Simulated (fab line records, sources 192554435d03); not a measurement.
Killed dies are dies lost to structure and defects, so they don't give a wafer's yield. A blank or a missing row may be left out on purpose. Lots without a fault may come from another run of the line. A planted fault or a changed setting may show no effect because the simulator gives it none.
Which tool did it? | flow n5_finfet | 8 lots, 22 wafers sampled, at 5 steps of a route of 1938

WHAT THE GAUGES READ, wafer by wafer
N5_BEOL_M4_RC_MEAS_101.
lot  | measured     | on        | DIBL_N (mV/V)
L711 | day 15 11:46 | prober-02 | 35.8 36.6 35.5
L712 | day 13 18:17 | prober-01 | 34.5 35.5 36.9
L716 | day 15 17:04 | prober-01 | 35.7 34.6 37.6
L717 | day 16 00:29 | prober-02 | 36.1 38.3 38.4
L721 | day 14 20:29 | prober-01 | 34.4 33.6 34.4
L726 | day 18 06:29 | prober-01 | 35.5 35.1
L727 | day 17 20:31 | prober-01 | 37.5 35.6
L728 | day 17 15:31 | prober-01 | 37.4 37.3 37.7

WHICH TOOL RAN EACH LOT (tool, then ch and the chambers of the sampled wafers, then the start)
lot  | N5_GATE_CUT_ETCH_36               | N5_GATE_CUT_ETCH_37               | N5_GATE_CUT_ETCH_19               | N5_GATE_CUT_CUT_ETCH_54
L711 | rie_diel-01 ch 2,3, day 4 16:04   | rie_diel-01 ch 2,3, day 4 16:05   | rie_diel-01 ch 2,3, day 4 16:18   | rie_metal-01 ch 1, day 4 16:28
L712 | rie_diel-04 ch 1,3, day 4 19:10   | rie_diel-04 ch 1,3, day 4 19:12   | rie_diel-04 ch 1,3, day 4 19:24   | rie_metal-03 ch 0,1, day 4 19:34
L716 | rie_diel-01 ch 1,2,3, day 5 17:52 | rie_diel-01 ch 1,2,3, day 5 17:54 | rie_diel-01 ch 1,2,3, day 5 18:06 | rie_metal-03 ch 0,1, day 5 18:16
L717 | rie_diel-04 ch 2,3, day 5 23:16   | rie_diel-04 ch 2,3, day 5 23:17   | rie_diel-04 ch 2,3, day 5 23:30   | rie_metal-02 ch 0,1, day 5 23:40
L721 | rie_diel-01 ch 0,1,2, day 7 01:11 | rie_diel-01 ch 0,1,2, day 7 01:13 | rie_diel-01 ch 0,1,2, day 7 01:25 | rie_metal-02 ch 0, day 7 01:38
L726 | rie_diel-01 ch 1,3, day 8 08:15   | rie_diel-01 ch 1,3, day 8 08:16   | rie_diel-01 ch 1,3, day 8 08:29   | rie_metal-03 ch 1, day 8 08:39
L727 | rie_diel-01 ch 0,1, day 8 13:25   | rie_diel-01 ch 0,1, day 8 13:26   | rie_diel-01 ch 0,1, day 8 13:38   | rie_metal-03 ch 0, day 8 13:49
L728 | rie_diel-01 ch 0,1, day 8 21:04   | rie_diel-01 ch 0,1, day 8 21:05   | rie_diel-01 ch 0,1, day 8 21:18   | rie_metal-03 ch 0,1, day 8 21:28
- N5_GATE_CUT_ETCH_36: etches SiARC in CF4, target depth 13 nm, time 21.7 s.
- N5_GATE_CUT_ETCH_37: etches SOC in N2/H2, target depth 60 nm, overetch 12 nm, time 90 s.
- N5_GATE_CUT_ETCH_19: etches SiNx in CH3F/O2, target depth 53.7 nm, time 76.7 s.
- N5_GATE_CUT_CUT_ETCH_54: etches TiN in Cl2/BCl3, target depth 96.7 nm.

THE ANSWER, worked out from the rows above alone
Rule: what is usual is taken from the lots themselves. Put in order of their means at a reading, lots are off if they are a third of the lots or fewer, leave a main group of 4 or more, and stand apart from it by a gap of 3 or more times the standard deviation of the main group's means; of several such gaps the widest counts. A main group whose means are all the same, to the digits that the tables above print for the reading, isn't used. A lot without any number at a reading at which 4 lots or more have one is off too. The other lots that the step has rows for count as sound.
No lot is off at any reading shown: from this, nothing can be told.

WHAT THE SIMULATOR HAD PUT IN
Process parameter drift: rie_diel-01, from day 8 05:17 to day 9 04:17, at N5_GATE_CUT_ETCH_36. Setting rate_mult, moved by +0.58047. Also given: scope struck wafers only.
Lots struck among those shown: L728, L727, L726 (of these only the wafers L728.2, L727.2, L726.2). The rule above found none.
